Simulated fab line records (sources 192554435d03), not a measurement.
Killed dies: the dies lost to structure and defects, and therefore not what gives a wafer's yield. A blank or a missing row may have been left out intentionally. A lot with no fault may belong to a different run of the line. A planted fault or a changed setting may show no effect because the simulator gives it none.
fab line records -- flow n5Finfet -- part 2 of 2: steps 23 to 28 of 28
[record] lots = 5, wafers = 15, lastDay = 17
route steps=1938 shown BEOL_M6@1216
lots untouched by any fault: they come from a run of this same line in which no faults occurred
startH: hours from the record's opening day to when the first of the lot's shown wafers began -- waitH: hours since the lot's step before -- " the same as in the row above -- L1.1+2: a single row standing in for several wafers -- - no value, or no start was given -- * or withheld: withheld -- < > ~ a bound
route shown NAME@n: names a module that has steps shown in the file, with the first one's number in the route -- usual: mean and standard deviation over wafers with no fault -- same: alike in all rows -- chamber/n: place in a boat -- sites: readings site by site -- _std_site: how widely they spread, as a standard deviation -- _edge_site: outer sites' mean less inner sites' -- radiusMm: for every site, how far away it sits from the centre of the wafer -- mask NAME#n: copy n -- behind: the most recent tool/chamber to have shaped the wafer -- hold: why the lot went on hold/how many hours it stayed there/how the hold came to an end -- device: the transistor (n, p or np) that didn't switch -- end of line: at the end of the route, the tests of the same wafers -- a step given without rows: its recipe and nothing more -- killed: count of dies lost to structure and defects at first sort (not the wafer's yield) -- map: the dies of a wafer, with x for killed, . for not killed, _ for no die there
set.NAME: the setting as run; set.NAME@STEP: as run at that earlier step -- model.NAME: the simulator's own value behind a step, which no gauge read
lots seen at some steps along the route; tables by step, rows by wafer
services: the hour from which a tool's chamber was out of use, counted from the record's first day as startH (under 0 if before that day), plus the number of hours and why
[[steps]]
[step N5_BEOL_M6_STRIP_36]
[recipe] chemistry = N2/H2, powerW = 450, tempC = 40, pressureMtorr = 20, rfFrequencyHz = 6e+07, overashFraction = 0.3, biasPowerW = 7, h2Frac = 0.5, n2FlowSccm = 200, h2FlowSccm = 200
[usual] biasPowerW = 7.002/0.019, chamberPressureMTorr = 20.00/0.031, drypumpMotorCurrentA = 5.9/0.4, oesProductAu = 0.80/0.1, rfVppV = 59.2/1.5, showerheadPlenumPTorr = 2.55/0.066, throttleValvePct = 23.75/0.24
lot.wafer,tool,chamber,startH,waitH,biasPowerW,chamberPressureMTorr,drypumpMotorCurrentA,oesProductAu,rfHoursCounterH,rfVppV,showerheadPlenumPTorr,throttleValvePct
L074.2,rieDiel-01,0,171.93,0.0,7.023,20.02,6.4,0.89,28,60.6,2.69,23.70
L074.4,rieDiel-01,2,171.93,0.0,7.012,20.05,5.9,0.74,143,59.8,2.55,23.65
L074.6,rieDiel-01,3,171.93,0.0,7.018,19.99,6.1,0.85,-,60.2,2.57,23.80
L078.4,rieDiel-01,1,205.12,0.0,7.004,19.96,6.7,0.73,209,59.2,2.51,24.10
L078.5,rieDiel-01,0,205.12,0.0,6.987,19.98,6.5,0.87,-,60.2,2.69,23.72
L078.6,rieDiel-01,1,205.12,0.0,7.008,20.01,6.6,0.73,-,59.5,2.51,24.09
L092.2,rieDiel-01,1,302.36,0.0,6.985,20.00,6.6,0.69,236,57.1,2.50,24.12
L092.3,rieDiel-01,0,302.36,0.0,7.004,19.99,6.4,0.82,75,60.3,2.67,23.79
L092.6,rieDiel-01,2,302.36,0.0,7.010,19.98,5.9,0.72,-,61.7,2.53,23.72
L093.3,rieDiel-01,1,304.82,0.0,6.994,19.95,6.6,0.68,237,62.1,2.50,24.11
L093.4,rieDiel-01,0,304.82,0.0,6.993,19.96,6.5,0.82,76,58.8,2.67,23.80
L093.6,rieDiel-01,0,304.82,0.0,6.985,20.04,6.5,0.84,-,60.8,2.67,23.77
L094.1,rieDiel-03,1,305.01,0.0,7.030,19.98,6.0,0.88,27,58.7,2.49,23.85
L094.4,rieDiel-03,2,305.01,0.0,6.972,20.02,5.8,0.67,230,61.3,2.51,23.79
L094.6,rieDiel-03,1,305.01,0.0,7.037,20.04,6.0,0.88,-,59.4,2.49,23.85
[step N5_BEOL_M6_TRENCH_ETCH_37]
[recipe] chemistry = C4F6/O2, targetDepthA = 944.35, target = SiCOH_lowk, timeS = 31.5, ionEnergyEv = 250, pressureMtorr = 30, sourceW = 345, biasW = 185, Ar_flow_sccm = 300, C4F6_flow_sccm = 10, O2_flow_sccm = 10
[usual] chamberPressureMTorr = 30.000/0.028, drypumpMotorCurrentA = 5.9/0.41, oesProductAu = 0.80/0.1, rfVppV = 665/7.5, showerheadPlenumPTorr = 2.85/0.071, throttleValvePct = 20.96/0.23
[same] timeS = 31.5
lot.wafer,tool,chamber,startH,waitH,chamberPressureMTorr,drypumpMotorCurrentA,oesProductAu,rfHoursCounterH,rfVppV,showerheadPlenumPTorr,throttleValvePct
L074.2,rieDiel-01,0,-,-,30.026,6.5,0.89,28,680,3.02,21.02
L074.4,rieDiel-01,2,-,-,30.024,5.9,0.76,143,668,2.86,20.82
L074.6,rieDiel-01,3,-,-,29.998,6.1,0.86,-,661,2.89,21.02
L078.4,rieDiel-01,1,-,-,29.997,6.7,0.72,209,665,2.82,21.21
L078.5,rieDiel-01,0,-,-,30.022,6.5,0.87,-,680,3.01,21.05
L078.6,rieDiel-01,1,-,-,30.024,6.6,0.72,-,666,2.82,21.20
L092.2,rieDiel-01,1,-,-,30.016,6.7,0.70,236,664,2.81,21.24
L092.3,rieDiel-01,0,-,-,29.977,6.4,0.81,75,678,3.00,21.09
L092.6,rieDiel-01,2,-,-,29.998,5.9,0.71,-,668,2.84,20.88
L093.3,rieDiel-01,1,-,-,29.989,6.6,0.70,237,665,2.81,21.25
L093.4,rieDiel-01,0,-,-,29.948,6.4,0.82,76,679,2.99,21.09
L093.6,rieDiel-01,0,-,-,30.001,6.5,0.81,-,679,2.99,21.08
L094.1,rieDiel-03,1,-,-,29.985,6.0,0.90,27,668,2.79,20.91
L094.4,rieDiel-03,2,-,-,29.981,5.8,0.67,230,663,2.80,21.08
L094.6,rieDiel-03,1,-,-,30.010,6.0,0.89,-,668,2.79,20.91
[step N5_BEOL_M6_ETCH_41]
[recipe] chemistry = CH3F/O2, target = SiCN, targetDepthA = 297, taperDeg = 2, timeS = 52, ionEnergyEv = 120, maskMaterial = TiN, pressureMtorr = 30, sourceW = 395, biasW = 75, Ar_flow_sccm = 150, CH3F_flow_sccm = 30, O2_flow_sccm = 20
[usual] chamberPressureMTorr = 29.997/0.027, drypumpMotorCurrentA = 5.9/0.4, oesProductAu = 0.80/0.1, rfVppV = 297.4/1.3, showerheadPlenumPTorr = 2.01/0.052, throttleValvePct = 16.34/0.25
[same] timeS = 52
lot.wafer,tool,chamber,startH,waitH,chamberPressureMTorr,drypumpMotorCurrentA,oesProductAu,rfHoursCounterH,rfVppV,showerheadPlenumPTorr,throttleValvePct
L074.2,rieDiel-01,0,-,-,30.031,6.5,0.89,28,299.7,2.13,16.34
L074.4,rieDiel-01,2,-,-,29.920,5.9,0.76,143,297.0,2.01,16.20
L074.6,rieDiel-01,3,-,-,29.977,6.1,0.86,-,296.9,2.03,16.37
L078.4,rieDiel-01,1,-,-,30.003,6.6,0.72,209,297.4,1.98,16.62
L078.5,rieDiel-01,0,-,-,30.013,6.5,0.87,-,300.4,2.12,16.37
L078.6,rieDiel-01,1,-,-,30.025,6.6,0.72,-,296.8,1.98,16.61
L092.2,rieDiel-01,1,-,-,30.041,6.6,0.70,236,295.9,1.97,16.65
L092.3,rieDiel-01,0,-,-,29.960,6.4,0.82,75,299.9,2.11,16.44
L092.6,rieDiel-01,2,-,-,29.985,5.8,0.71,-,297.6,1.99,16.29
L093.3,rieDiel-01,1,-,-,29.973,6.6,0.70,237,296.7,1.97,16.65
L093.4,rieDiel-01,0,-,-,29.959,6.5,0.82,76,300.1,2.11,16.44
L093.6,rieDiel-01,0,-,-,30.017,6.4,0.82,-,298.4,2.11,16.43
L094.1,rieDiel-03,1,-,-,30.036,6.0,0.89,27,297.9,1.96,16.25
L094.4,rieDiel-03,2,-,-,29.979,5.8,0.68,230,295.3,1.97,16.55
L094.6,rieDiel-03,1,-,-,29.993,6.0,0.90,-,295.8,1.96,16.24
[step N5_BEOL_M6_STRIP_80]
[recipe] chemistry = N2/H2, timeS = 10, powerW = 450, tempC = 40, pressureMtorr = 20, rfFrequencyHz = 6e+07, biasPowerW = 7, n2FlowSccm = 200, h2FlowSccm = 200
[usual] biasPowerW = 7.002/0.022, chamberPressureMTorr = 20.000/0.02, drypumpMotorCurrentA = 5.9/0.4, oesProductAu = 0.80/0.1, rfVppV = 59.2/0.8, showerheadPlenumPTorr = 2.55/0.066, throttleValvePct = 23.75/0.23
[same] timeS = 10
lot.wafer,tool,chamber,startH,waitH,biasPowerW,chamberPressureMTorr,drypumpMotorCurrentA,oesProductAu,rfHoursCounterH,rfVppV,showerheadPlenumPTorr,throttleValvePct
L074.2,rieDiel-01,0,-,-,6.980,20.026,6.5,0.89,28,58.6,2.70,23.72
L074.4,rieDiel-01,2,-,-,7.007,19.971,5.9,0.77,143,58.4,2.55,23.64
L074.6,rieDiel-01,3,-,-,6.988,19.985,6.1,0.86,-,59.3,2.57,23.79
L078.4,rieDiel-01,1,-,-,6.971,19.991,6.6,0.72,209,59.3,2.51,24.06
L078.5,rieDiel-01,0,-,-,6.974,20.021,6.5,0.88,-,59.8,2.69,23.74
L078.6,rieDiel-01,1,-,-,7.016,19.996,6.6,0.72,-,58.3,2.51,24.08
L092.2,rieDiel-01,1,-,-,7.011,19.969,6.6,0.69,236,58.9,2.50,24.11
L092.3,rieDiel-01,0,-,-,6.967,20.011,6.5,0.82,75,59.4,2.67,23.78
L092.6,rieDiel-01,2,-,-,6.993,20.060,5.9,0.72,-,59.2,2.53,23.70
L093.3,rieDiel-01,1,-,-,6.985,20.006,6.6,0.69,237,59.0,2.50,24.11
L093.4,rieDiel-01,0,-,-,6.989,19.995,6.5,0.81,76,60.0,2.67,23.78
L093.6,rieDiel-01,0,-,-,6.998,19.988,6.4,0.81,-,59.2,2.67,23.77
L094.1,rieDiel-03,1,-,-,7.007,19.993,6.0,0.89,27,59.1,2.49,23.87
L094.4,rieDiel-03,2,-,-,7.015,20.000,5.8,0.68,230,59.3,2.51,23.80
L094.6,rieDiel-03,1,-,-,7.018,19.978,6.0,0.89,-,58.5,2.49,23.86
[step N5_BEOL_M6_OCD_MEAS_38]
[usual] trenchDepthNm = 94.0/1.3
lot.wafer,tool,chamber,startH,waitH,trenchDepthNm
L074.2,ocd-01,-,172.12,-,95.5
L074.4,ocd-01,-,172.12,-,94.8
L074.6,ocd-01,-,172.12,-,95.6
L078.4,ocd-01,-,205.32,-,94.9
L078.5,ocd-01,-,205.32,-,94.8
L078.6,ocd-01,-,205.32,-,94.5
L092.2,ocd-01,-,302.56,-,94.0
L092.3,ocd-01,-,302.56,-,93.6
L092.6,ocd-01,-,302.56,-,91.6
L093.3,ocd-01,-,305.02,-,93.5
L093.4,ocd-01,-,305.02,-,93.4
L093.6,ocd-01,-,305.02,-,93.2
L094.1,ocd-01,-,305.20,-,95.1
L094.4,ocd-01,-,305.20,-,91.8
L094.6,ocd-01,-,305.20,-,94.9
[step N5_BEOL_M6_HM_STRIP_39]
[recipe] chemistry = peroxideTinStrip, material = TiN, targetDepthA = 250, tempC = 50, timeS = 158
[same] timeS = 158
lot.wafer,tool,chamber,startH,waitH
L074.2+4+6,wetBench-06,"7,0,3",172.21,0.1
L078.4+5+6,wetBench-01,"5,2,0",205.35,0.0
L092.2+3+6,wetBench-06,"5,4,6",302.61,0.0
L093.3+4+6,wetBench-01,"3,2,4",305.04,0.0
L094.1+4+6,wetBench-01,"0,5,4",305.23,0.0
[[services]]
tool,chamber,startH,hours,kind
rieDiel-03,0,155.80,6.7,repair
euvScanner-02,-,156.67,1.0,pm
euvScanner-01,-,165.30,17.3,pm
rieDiel-03,1,180.59,-,clean
rieDiel-03,1,180.59,-,consumableReplace:focusRing
rieDiel-03,1,180.59,22.5,scheduledDown
euvScanner-01,-,182.60,5.8,pm
euvScanner-02,-,185.16,12.4,repair
euvScanner-01,-,197.55,1.0,pm
euvScanner-02,-,212.82,1.0,pm
euvScanner-02,-,222.28,11.9,repair
rieDiel-01,1,228.63,16.2,repair
rieDiel-03,-,239.55,1.0,repair
euvScanner-01,-,242.39,0.2,repair
euvScanner-01,-,246.73,1.0,pm
euvScanner-02,-,250.81,4.6,pm
rieDiel-03,1,261.09,19.7,repair
euvScanner-02,-,263.35,0.5,repair
euvScanner-02,-,270.79,1.0,pm
euvScanner-01,-,273.25,0.2,repair
wetBench-06,-,279.04,1.9,pm
euvScanner-01,-,296.31,4.8,repair
euvScanner-02,-,297.58,2.1,repair
euvScanner-01,-,302.88,1.0,pm
